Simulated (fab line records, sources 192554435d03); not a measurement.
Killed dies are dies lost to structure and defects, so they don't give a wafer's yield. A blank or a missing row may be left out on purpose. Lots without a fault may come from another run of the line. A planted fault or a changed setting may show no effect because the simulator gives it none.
A struck lot beside a sound one | flow n5_finfet | 26 steps out of a route of 1938
Sound: wafers L820.2, L820.4, L820.6. Struck: wafers L809.1, L809.3. (L809.4 of the same lot was not struck and is left out.) The cause comes at the end.
At each step with rows: each side's tool, then ch and its chambers, then its first start. Under that, the readings that differ: sound wafers | struck wafers | difference of the means | sigmas: that difference in standard deviations of wafers without a fault.
alike: readings whose means differ by less than 2 such deviations, and words and numbers that are the same on both sides. not compared: withheld readings, readings that some wafer has no value for, bounds like >300 that may hide the same value, and numbers for which the record gives no deviation and whose values overlap.
The two part at a step that has a row with sigmas, a row that says differs or no value, or rows on one side only. Numbers that don't overlap but have no deviation are shown without sigmas and don't part them. A reading that every wafer of one side lacks parts them only if that side has two wafers or more.

first, 10 steps without rows for these wafers: N5_DUMMY_GATE_SRD_26 (time 30 s); N5_DUMMY_GATE_UV_OZONE_45 (time 120 s); N5_SPACER0_ALD_07 (deposits SiNx, target thk 2 nm); N5_SPACER0_ALD_00 (deposits SiOCN, target thk 3.5 nm, pulse time 3 s, purge time 2 s); N5_SPACER0_ALD_08 (deposits SiNx, target thk 2 nm); N5_SD_EPI_N_COAT_32 (time 60 s, resist thk 350 nm); N5_SD_EPI_N_COAT_33 (time 60 s, resist thk 35 nm); N5_SD_EPI_N_COAT_03 (resist thk 150 nm); N5_SD_EPI_N_EBR_05; N5_SD_EPI_N_SOFTBAKE_04 (time 60 s).
N5_SD_EPI_N_EXPOSE_06: exposes mask SD N BLK, target cd 120 nm.
  sound on arfi_scanner-01 ch 0, day 8 13:52; struck on arfi_scanner-03 ch 0, day 5 18:47
  alike: mask
then, 2 steps without rows for these wafers: N5_SD_EPI_N_PEB_07 (peb time 60 s); N5_SD_EPI_N_DEVELOP_08 (develop time 30 s).
N5_SD_EPI_N_CD_MEAS_09: target cd 120 nm.
  sound on cd_sem-02 ch 0, day 8 13:59; struck on cd_sem-02 ch 0, day 5 18:55
  reading    | sound             | struck      | difference | sigmas
  cd_nm (nm) | 120.9 119.5 120.3 | 112.7 112.1 | -7.8       | -13
N5_SD_EPI_N_DESCUM_14: chemistry O2, time 7.9 s.
  sound on rie_diel-01 ch 1,3, day 8 14:05; struck on rie_diel-01 ch 1,2, day 5 19:22
  reading                   | sound           | struck      | difference | sigmas
  model.SD_EPI_N.cd_nm (nm) | 120.8 120 120.2 | 112.4 112.4 | -7.9       |
  alike: drypump_motor_current_A, oes_product_au, rf_vpp_V, showerhead_plenum_p_Torr, throttle_valve_pct
  not compared: rf_hours_counter_h
then, 7 steps without rows for these wafers: N5_SD_EPI_N_ETCH_34 (etches SiARC in CF4, target depth 45.5 nm, time 75.8 s); N5_SD_EPI_N_ETCH_35 (etches SOC in N2/H2, overetch 108 nm, time 486 s); N5_SD_EPI_N_STRIP_36 (strips in N2/H2); N5_SD_EPI_N_ETCHBACK_44 (etches SiNx in CH3F/O2, stops on SiO2, target depth 14.5 nm); N5_SD_EPI_N_ETCH_45 (etches SiOCN in CH3F/O2, target depth 6 nm); N5_SD_EPI_N_ETCH_16 (etches SiO2 in CHF3/O2, target depth 5 nm); N5_SD_EPI_N_STRIP_47 (strips in CHF3/O2).
N5_SD_EPI_N_SD_RECESS_17: chemistry HBr/Cl2/O2, target depth 41 nm, time 23.7 s, bt time 3 s.
  sound on rie_si-02 ch 0,2,3, day 8 14:46; struck on rie_si-02 ch 1,3, day 5 20:03
  reading                   | sound           | struck    | difference | sigmas
  model.SD_EPI_N.cd_nm (nm) | 121 119.6 120.6 | 112 110.8 | -9         |
  alike: drypump_motor_current_A, he_backside_leak_sccm, oes_product_au, throttle_valve_pct
  not compared: rf_hours_counter_h
then, 1 step without rows for these wafers: N5_SD_EPI_N_STRIP_38 (strips in N2/H2).
-- the record jumps here: 6 days lie between the struck wafers' starts before and after (it left off in module SD_EPI_N and takes up again in module BEOL_M4, whose first step shown is number 1111 of the route) --
N5_BEOL_M4_RC_MEAS_101:
  sound on prober-01 ch 0, day 13 19:21; struck on prober-01 ch 0, day 11 23:40
  reading        | sound          | struck    | difference | sigmas
  IOFF_P (nA/um) | 0.28 0.25 0.27 | 0.16 0.18 | -0.10      | -3
  VT_P (mV)      | -245 -246 -245 | -254 -256 | -10        | -3
  alike: DIBL_N, DIBL_P, IOFF_N, ION_N, ION_P, SS_N, SS_P, VT_N
-- the record jumps here: 4 days lie between the struck wafers' starts before and after (it left off in module BEOL_M4 and takes up again in module PASSIVATION, whose first step shown is number 1936 of the route) --
N5_PASSIVATION_PROBE_49:
  the record has rows for the struck wafers here (prober-02, day 16 09:26) and none for the sound ones

WHERE THEY PART
First at N5_SD_EPI_N_CD_MEAS_09; last, within this record, at N5_PASSIVATION_PROBE_49.

WHY: what the simulator had put in
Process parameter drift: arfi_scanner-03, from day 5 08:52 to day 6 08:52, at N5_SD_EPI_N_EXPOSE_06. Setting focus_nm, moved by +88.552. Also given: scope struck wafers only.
